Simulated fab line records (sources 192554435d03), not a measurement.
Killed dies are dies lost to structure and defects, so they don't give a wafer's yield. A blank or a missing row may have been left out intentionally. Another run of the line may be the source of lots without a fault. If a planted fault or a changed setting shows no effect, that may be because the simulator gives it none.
Matching of chambers || flow n5-finfet || cmp-02 running N5_BEOL_M9_CMP_52: 4 sister chambers
The step polishes, stops on SiCOH lowk, t overpolish 7 s, target thk 140 nm. 27 wafers are shown with their chamber, then 12 later ones without.

WAFERS PAIRED WITH THEIR CHAMBERS
{"wafer": "L074.2", "chamber": 2, "motor-current-A (A)": 5.9, "time-to-endpoint-s (s)": 65, "overpolish-run-s (s)": 6.989}
{"wafer": "L074.4", "chamber": 0, "motor-current-A (A)": 4.9, "time-to-endpoint-s (s)": 65, "overpolish-run-s (s)": 6.987}
{"wafer": "L074.6", "chamber": 1, "motor-current-A (A)": 5.3, "time-to-endpoint-s (s)": 67, "overpolish-run-s (s)": 6.995}
{"wafer": "L074.1", "chamber": 1, "motor-current-A (A)": 5.4, "time-to-endpoint-s (s)": 64, "overpolish-run-s (s)": 7.000}
{"wafer": "L074.3", "chamber": 3, "motor-current-A (A)": 6.7, "time-to-endpoint-s (s)": 65, "overpolish-run-s (s)": 7.001}
{"wafer": "L074.5", "chamber": 0, "motor-current-A (A)": 4.9, "time-to-endpoint-s (s)": 63, "overpolish-run-s (s)": 7.004}
{"wafer": "L076.3", "chamber": 3, "motor-current-A (A)": 6.4, "time-to-endpoint-s (s)": 63, "overpolish-run-s (s)": 6.995}
{"wafer": "L076.4", "chamber": 1, "motor-current-A (A)": 5.1, "time-to-endpoint-s (s)": 67, "overpolish-run-s (s)": 7.002}
{"wafer": "L076.6", "chamber": 0, "motor-current-A (A)": 5.0, "time-to-endpoint-s (s)": 62, "overpolish-run-s (s)": 6.989}
{"wafer": "L077.2", "chamber": 3, "motor-current-A (A)": 6.4, "time-to-endpoint-s (s)": 63, "overpolish-run-s (s)": 6.986}
{"wafer": "L077.4", "chamber": 2, "motor-current-A (A)": 6.1, "time-to-endpoint-s (s)": 63, "overpolish-run-s (s)": 7.015}
{"wafer": "L077.5", "chamber": 2, "motor-current-A (A)": 6.2, "time-to-endpoint-s (s)": 63, "overpolish-run-s (s)": 7.006}
{"wafer": "L079.1", "chamber": 0, "motor-current-A (A)": 4.7, "time-to-endpoint-s (s)": 62, "overpolish-run-s (s)": 6.988}
{"wafer": "L079.2", "chamber": 2, "motor-current-A (A)": 5.8, "time-to-endpoint-s (s)": 64, "overpolish-run-s (s)": 6.996}
{"wafer": "L079.6", "chamber": 2, "motor-current-A (A)": 5.9, "time-to-endpoint-s (s)": 64, "overpolish-run-s (s)": 6.998}
{"wafer": "L083.1", "chamber": 3, "motor-current-A (A)": 6.5, "time-to-endpoint-s (s)": 65, "overpolish-run-s (s)": 6.990}
{"wafer": "L083.2", "chamber": 2, "motor-current-A (A)": 6.0, "time-to-endpoint-s (s)": 68, "overpolish-run-s (s)": 7.010}
{"wafer": "L083.4", "chamber": 0, "motor-current-A (A)": 5.0, "time-to-endpoint-s (s)": 64, "overpolish-run-s (s)": 6.994}
{"wafer": "L094.1", "chamber": 3, "motor-current-A (A)": 6.3, "time-to-endpoint-s (s)": 60, "overpolish-run-s (s)": 6.995}
{"wafer": "L094.2", "chamber": 0, "motor-current-A (A)": 4.9, "time-to-endpoint-s (s)": 64, "overpolish-run-s (s)": 7.005}
{"wafer": "L094.6", "chamber": 3, "motor-current-A (A)": 6.4, "time-to-endpoint-s (s)": 61, "overpolish-run-s (s)": 6.998}
{"wafer": "L094.3", "chamber": 1, "motor-current-A (A)": 5.5, "time-to-endpoint-s (s)": 65, "overpolish-run-s (s)": 6.990}
{"wafer": "L094.4", "chamber": 2, "motor-current-A (A)": 6.2, "time-to-endpoint-s (s)": 64, "overpolish-run-s (s)": 7.011}
{"wafer": "L094.5", "chamber": 0, "motor-current-A (A)": 4.9, "time-to-endpoint-s (s)": 59, "overpolish-run-s (s)": 7.012}
{"wafer": "L085.2", "chamber": 2, "motor-current-A (A)": 6.3, "time-to-endpoint-s (s)": 63, "overpolish-run-s (s)": 7.005}
{"wafer": "L085.4", "chamber": 0, "motor-current-A (A)": 4.9, "time-to-endpoint-s (s)": 61, "overpolish-run-s (s)": 7.004}
{"wafer": "L085.6", "chamber": 3, "motor-current-A (A)": 6.5, "time-to-endpoint-s (s)": 61, "overpolish-run-s (s)": 7.020}

SIGNATURES, as means of the wafers listed above
{"reading": "motor-current-A", "chamber 0": 4.900, "chamber 1": 5.325, "chamber 2": 6.050, "chamber 3": 6.457, "scatter within a chamber": 0.142}
{"reading": "time-to-endpoint-s", "chamber 0": 62.50, "chamber 1": 65.75, "chamber 2": 64.25, "chamber 3": 62.57, "scatter within a chamber": 1.82}
{"reading": "overpolish-run-s", "chamber 0": 6.99787, "chamber 1": 6.99675, "chamber 2": 7.00375, "chamber 3": 6.99786, "scatter within a chamber": 0.00927}
Rule: distance of a wafer from a chamber = root of the sum over the readings of ((wafer's reading minus chamber's mean) / reading's scatter) squared. If the next closest chamber is less than 2 further off than the closest, the wafer can't be placed; otherwise it belongs to the closest. How the scatter is found: for the shown wafers, subtract from each reading the mean of its chamber, square and add these, divide the total by (wafers less chambers), then take the root.

WAFERS WHOSE CHAMBER IS MISSING
{"wafer": "L089.1", "motor-current-A (A)": 6.6, "time-to-endpoint-s (s)": 59, "overpolish-run-s (s)": 6.997}
{"wafer": "L089.2", "motor-current-A (A)": 4.9, "time-to-endpoint-s (s)": 58, "overpolish-run-s (s)": 7.004}
{"wafer": "L089.4", "motor-current-A (A)": 5.0, "time-to-endpoint-s (s)": 65, "overpolish-run-s (s)": 7.009}
{"wafer": "L089.3", "motor-current-A (A)": 5.9, "time-to-endpoint-s (s)": 63, "overpolish-run-s (s)": 7.001}
{"wafer": "L089.5", "motor-current-A (A)": 5.0, "time-to-endpoint-s (s)": 65, "overpolish-run-s (s)": 6.994}
{"wafer": "L089.6", "motor-current-A (A)": 6.2, "time-to-endpoint-s (s)": 62, "overpolish-run-s (s)": 7.002}
{"wafer": "L096.1", "motor-current-A (A)": 5.2, "time-to-endpoint-s (s)": 67, "overpolish-run-s (s)": 6.994}
{"wafer": "L096.4", "motor-current-A (A)": 6.2, "time-to-endpoint-s (s)": 64, "overpolish-run-s (s)": 6.998}
{"wafer": "L096.5", "motor-current-A (A)": 7.1, "time-to-endpoint-s (s)": 69, "overpolish-run-s (s)": 7.003}
{"wafer": "L097.1", "motor-current-A (A)": 4.7, "time-to-endpoint-s (s)": 64, "overpolish-run-s (s)": 7.005}
{"wafer": "L097.3", "motor-current-A (A)": 5.8, "time-to-endpoint-s (s)": 73, "overpolish-run-s (s)": 6.977}
{"wafer": "L097.6", "motor-current-A (A)": 5.0, "time-to-endpoint-s (s)": 69, "overpolish-run-s (s)": 6.988}

THE CHAMBER EACH PASSED THROUGH
{"wafer": "L089.1", "from the rows above": 3, "in truth": 3}
{"wafer": "L089.2", "from the rows above": 0, "in truth": 0}
{"wafer": "L089.4", "from the rows above": "can't be placed: 0 or 1", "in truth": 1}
{"wafer": "L089.3", "from the rows above": 2, "in truth": 2}
{"wafer": "L089.5", "from the rows above": "can't be placed: 0 or 1", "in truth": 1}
{"wafer": "L089.6", "from the rows above": "can't be placed: 2 or 3", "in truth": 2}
{"wafer": "L096.1", "from the rows above": 1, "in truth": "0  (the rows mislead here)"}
{"wafer": "L096.4", "from the rows above": "can't be placed: 2 or 3", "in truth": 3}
{"wafer": "L096.5", "from the rows above": 3, "in truth": 3}
{"wafer": "L097.1", "from the rows above": 0, "in truth": 0}
{"wafer": "L097.3", "from the rows above": "can't be placed: 1 or 2", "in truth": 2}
{"wafer": "L097.6", "from the rows above": "can't be placed: 1 or 0", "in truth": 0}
Correct placement for 5 of the 12. From these rows, 6 cannot be placed; in 6 the true chamber is one of the candidates. Number placed wrongly: 1.
